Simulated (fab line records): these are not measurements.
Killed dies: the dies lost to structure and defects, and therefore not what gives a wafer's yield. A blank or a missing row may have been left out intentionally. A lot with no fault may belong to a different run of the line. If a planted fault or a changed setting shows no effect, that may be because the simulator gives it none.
Lot-split experiment | flow n5Finfet | 7 lots, 39 wafers read, on a route of 1938 steps

== SPLIT DETAILS ==
At N5_BEOL_M9_HM_DEP_02 (deposits TiN, target thk 20 nm), the setting targetThkA was moved away from the recipe's 200 angstrom on 12 of the 39 wafers read, by -37.0% to +42.4%. This setting was run at the recipe's value on the other wafers.

== FROM THE SPLIT TO THE READING: what the file shows between them, 4 steps ==
- N5_BEOL_M9_COAT_59: time 60 s, resist thk 100 nm
- N5_BEOL_M9_COAT_60: time 60 s, resist thk 30 nm
- N5_BEOL_M9_STRIP_68: strips in N2/H2
- N5_BEOL_M9_STRIP_67: strips in CF4

== THE READING ==
etch.depthNm (the simulator's own value, which no gauge read), in nm, at N5_BEOL_M9_HM_OPEN_17 (chemistry Cl2/BCl3, target TiN, target depth 20 nm, overetch 6 nm). The file gives no usual value for it. Across the 27 wafers here that went through the recipe, the average is 19.99 nm and the standard deviation 0.15 nm.

wafer  | tool, chamber at the split | targetThkA as run, angstrom | against the recipe | etch.depthNm, nm | against lot-mates on the recipe
L076.1 | pvdSputter-02, -           | 284.9                       | +42.4%             | 26.56            | +6.63
L076.2 | pvdSputter-02, -           | 284.9                       | +42.4%             | 26.88            | +6.95
L076.3 | pvdSputter-02, -           | 200                         | recipe             | 19.91            | -
L076.5 | pvdSputter-02, -           | 200                         | recipe             | 19.91            | -
L076.4 | pvdSputter-02, -           | 200                         | recipe             | 19.98            | -
L076.6 | pvdSputter-02, -           | 284.9                       | +42.4%             | 26.54            | +6.61
L084.1 | pvdSputter-03, -           | 200                         | recipe             | 20.18            | -
L084.2 | pvdSputter-03, -           | 200                         | recipe             | 19.89            | -
L084.3 | pvdSputter-03, -           | 200                         | recipe             | 19.79            | -
L084.4 | pvdSputter-03, -           | 200                         | recipe             | 19.82            | -
L084.5 | pvdSputter-03, -           | 200                         | recipe             | 19.9             | -
L084.6 | pvdSputter-03, -           | 200                         | recipe             | 20.05            | -
L085.1 | pvdSputter-01, -           | 200                         | recipe             | 20.2             | -
L085.3 | pvdSputter-01, -           | 200                         | recipe             | 20.2             | -
L085.2 | pvdSputter-01, -           | 200                         | recipe             | 20.05            | -
L085.4 | pvdSputter-01, -           | 200                         | recipe             | 20.32            | -
L085.5 | pvdSputter-01, -           | 200                         | recipe             | 20.03            | -
L085.6 | pvdSputter-01, -           | 200                         | recipe             | 20.33            | -
L088.1 | pvdSputter-03, -           | 200                         | recipe             | 19.94            | -
L088.2 | pvdSputter-03, -           | 200                         | recipe             | 19.73            | -
L088.3 | pvdSputter-03, -           | 135.6                       | -32.2%             | 13.45            | -6.38
L088.4 | pvdSputter-03, -           | 135.6                       | -32.2%             | 13.44            | -6.39
L088.5 | pvdSputter-03, -           | 200                         | recipe             | 19.82            | -
L088.6 | pvdSputter-03, -           | 135.6                       | -32.2%             | 13.37            | -6.46
L095.1 | pvdSputter-03, -           | 200                         | recipe             | 20.13            | -
L095.3 | pvdSputter-03, -           | 200                         | recipe             | 19.99            | -
L095.6 | pvdSputter-03, -           | 200                         | recipe             | 19.91            | -
L097.1 | pvdSputter-01, -           | 252                         | +26.0%             | 25.32            | +5.38
L097.2 | pvdSputter-01, -           | 252                         | +26.0%             | 25.06            | +5.12
L097.3 | pvdSputter-01, -           | 200                         | recipe             | 20.01            | -
L097.4 | pvdSputter-01, -           | 200                         | recipe             | 19.81            | -
L097.5 | pvdSputter-01, -           | 200                         | recipe             | 20               | -
L097.6 | pvdSputter-01, -           | 252                         | +26.0%             | 24.93            | +4.99
L096.1 | pvdSputter-01, -           | 200                         | recipe             | 20.01            | -
L096.2 | pvdSputter-01, -           | 126.1                       | -37.0%             | 12.5             | -7.46
L096.5 | pvdSputter-01, -           | 126.1                       | -37.0%             | 12.5             | -7.46
L096.3 | pvdSputter-01, -           | 200                         | recipe             | 19.91            | -
L096.4 | pvdSputter-01, -           | 126.1                       | -37.0%             | 12.58            | -7.38
L096.6 | pvdSputter-01, -           | 200                         | recipe             | 19.96            | -

FIT RESULTS
A straight line over all 39 wafers: etch.depthNm changes by +0.185 nm for each +1% of targetThkA; r = +0.99; the points scatter about the line by 0.42 nm.
The same after taking each lot's own level away (the mean of its wafers on the recipe; 39 wafers): +0.185 nm for each +1%; r = +0.99; scatter 0.39 nm.
The reading moves by 7.8 nm for the largest change in targetThkA, on that fit.
From 19.830 to 20.188 nm: that is the span of the lots' own levels, equal to 2.4 times the standard deviation above.
So the lot-to-lot level changes the slope little: the two slopes agree.
Check: with one of the wafers moved furthest among these (+42.4%) left out of the fit, the line predicts +7.88 nm for it against its lot-mates. It came out at +6.63 nm against them.

== OTHER SPLITS ON THESE WAFERS ==
Before the reading, these wafers also passed through other splits. Each is held against what the fit with the lots' levels taken away leaves over:
other split on the same wafers | wafers away from the commonest value | r with etch.depthNm (lot level and that fit taken away)
N5_BEOL_M7_ILD_DEP_00 timeS    | 15                                   | -0.07

== THE WHOLE CHAIN: every reading that the file lists as answering this split, in the file's order ==
step                  | what it does                                                      | reading                                                                         | change (the file's fit)               | r (the file's)
N5_BEOL_M9_HM_DEP_02  | deposits TiN, target thk 20 nm                                    | TiN_of_BEOL_M9_HM_DEP_02.thkNm (the simulator's own value, which no gauge read) | +0.199 nm for each +1% of the setting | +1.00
N5_BEOL_M9_HM_OPEN_17 | chemistry Cl2/BCl3, target TiN, target depth 20 nm, overetch 6 nm | etch.depthNm (the simulator's own value, which no gauge read)                   | +0.185 nm for each +1% of the setting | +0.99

== THE FILE'S OWN FIT ==
etch.depthNm changes by +0.185 nm for each +1% of targetThkA, r = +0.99.
